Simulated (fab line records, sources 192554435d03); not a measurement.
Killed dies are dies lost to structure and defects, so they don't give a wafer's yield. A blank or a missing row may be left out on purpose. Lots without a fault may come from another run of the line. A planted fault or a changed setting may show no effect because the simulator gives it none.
A struck lot beside a sound one | flow n5_finfet | 35 steps out of a route of 1938
Sound: wafers L375.1, L375.2, L375.5. Struck: wafer L388.6. (L388.2, L388.4 of the same lot were not struck and are left out.) The cause comes at the end.
At each step with rows: each side's tool, then ch and its chambers, then its first start. Under that, the readings that differ: sound wafers | struck wafers | difference of the means | sigmas: that difference in standard deviations of wafers without a fault.
alike: readings whose means differ by less than 2 such deviations, and words and numbers that are the same on both sides. not compared: withheld readings, readings that some wafer has no value for, bounds like >300 that may hide the same value, and numbers for which the record gives no deviation and whose values overlap.
The two part at a step that has a row with sigmas, a row that says differs or no value, or rows on one side only. Numbers that don't overlap but have no deviation are shown without sigmas and don't part them. A reading that every wafer of one side lacks parts them only if that side has two wafers or more.

first, 9 steps without rows for these wafers: N5_BEOL_M10_ALD_74 (deposits TaN, target thk 2 nm, pulse time 2 s, purge time 3 s); N5_BEOL_M10_SURFACE_TREAT_76; N5_BEOL_M10_CVD_75 (deposits Co from CCTBA/H2, target thk 2 nm, time 138.9 s); N5_BEOL_M10_SPUTTER_48 (material Cu, target thk 12 nm, time 2 s); N5_BEOL_M10_ECD_50 (material Cu, target thk 318 nm); N5_BEOL_M10_ANNEAL_51 (time 90 s); N5_BEOL_M10_CMP_52 (polishes, stops on SiCOH lowk, t overpolish 7 s, target thk 140 nm); N5_BEOL_M10_PRE_CLEAN_55 (time 15 s); N5_BEOL_M10_DEP_56 (deposits SiCN from 3MS/NH3, target thk 15 nm, time 26.5 s).
N5_BEOL_M11_ILD_DEP_00: deposits SiCOH lowk from DEMS/porogen, target thk 308.51 nm, time 58 s.
  sound on pecvd-02 ch 0,1, day 9 22:26; struck on pecvd-02 ch 1, day 13 21:04
  reading                                             | sound             | struck | difference | sigmas
  model.SiCOH_lowk_of_BEOL_M11_ILD_DEP_00.thk_nm (nm) | 304.4 308.8 310.4 | 300.8  | -7.1       |
  alike: heater_power_w, showerhead_plenum_p_Torr, throttle_valve_pct
then, 24 steps without rows for these wafers: N5_BEOL_M11_CURE_71 (cures SiCOH lowk, time 240 s); N5_BEOL_M11_PECVD_70 (deposits SiO2 from TEOS/O2, target thk 20 nm, time 22.7 s); N5_BEOL_M11_HM_DEP_02 (deposits TiN, target thk 20 nm); N5_BEOL_M11_COAT_59 (time 60 s, resist thk 100 nm); N5_BEOL_M11_COAT_60 (time 60 s, resist thk 30 nm); N5_BEOL_M11_COAT_05 (resist thk 90 nm); N5_BEOL_M11_EBR_07; N5_BEOL_M11_SOFTBAKE_06 (time 60 s); N5_BEOL_M11_EXPOSE_08 (exposes mask M11); N5_BEOL_M11_PEB_09 (peb time 60 s); N5_BEOL_M11_DEVELOP_10 (develop time 30 s); N5_BEOL_M11_DESCUM_16 (chemistry O2, time 7.9 s); N5_BEOL_M11_ETCH_61 (etches SiARC in CF4, target depth 39 nm, time 65 s); N5_BEOL_M11_ETCH_62 (etches SOC in N2/H2, target depth 110 nm, overetch 22 nm, time 165 s); N5_BEOL_M11_STRIP_68 (strips in N2/H2); N5_BEOL_M11_STRIP_67 (strips in CF4); N5_BEOL_M11_HM_OPEN_17 (chemistry Cl2/BCl3, target TiN, target depth 20 nm, overetch 6 nm); N5_BEOL_M11_STRIP_19 (strips in O2); N5_BEOL_M11_COAT_63 (time 60 s, resist thk 100 nm); N5_BEOL_M11_COAT_64 (time 60 s, resist thk 30 nm); N5_BEOL_M11_COAT_22 (resist thk 90 nm); N5_BEOL_M11_EBR_24; N5_BEOL_M11_SOFTBAKE_23 (time 60 s); N5_BEOL_M11_EXPOSE_25 (exposes mask V10).
N5_BEOL_M11_CMP_52: polishes, stops on SiCOH lowk, t overpolish 7 s, target thk 140 nm.
  sound on cmp-02 ch 0,1,3, day 10 06:00; struck on cmp-04 ch 2, day 14 05:22
  reading                                             | sound             | struck | difference | sigmas
  model.SiCOH_lowk_of_BEOL_M11_ILD_DEP_00.thk_nm (nm) | 261.4 265.2 266.8 | 258.2  | -6.3       |
  alike: barrier_field_endpoint_s, motor_current_A, overpolish_run_s, slurry_flow_ml_min, time_to_endpoint_s

WHERE THEY PART
Nowhere in this record.

WHY: what the simulator had put in
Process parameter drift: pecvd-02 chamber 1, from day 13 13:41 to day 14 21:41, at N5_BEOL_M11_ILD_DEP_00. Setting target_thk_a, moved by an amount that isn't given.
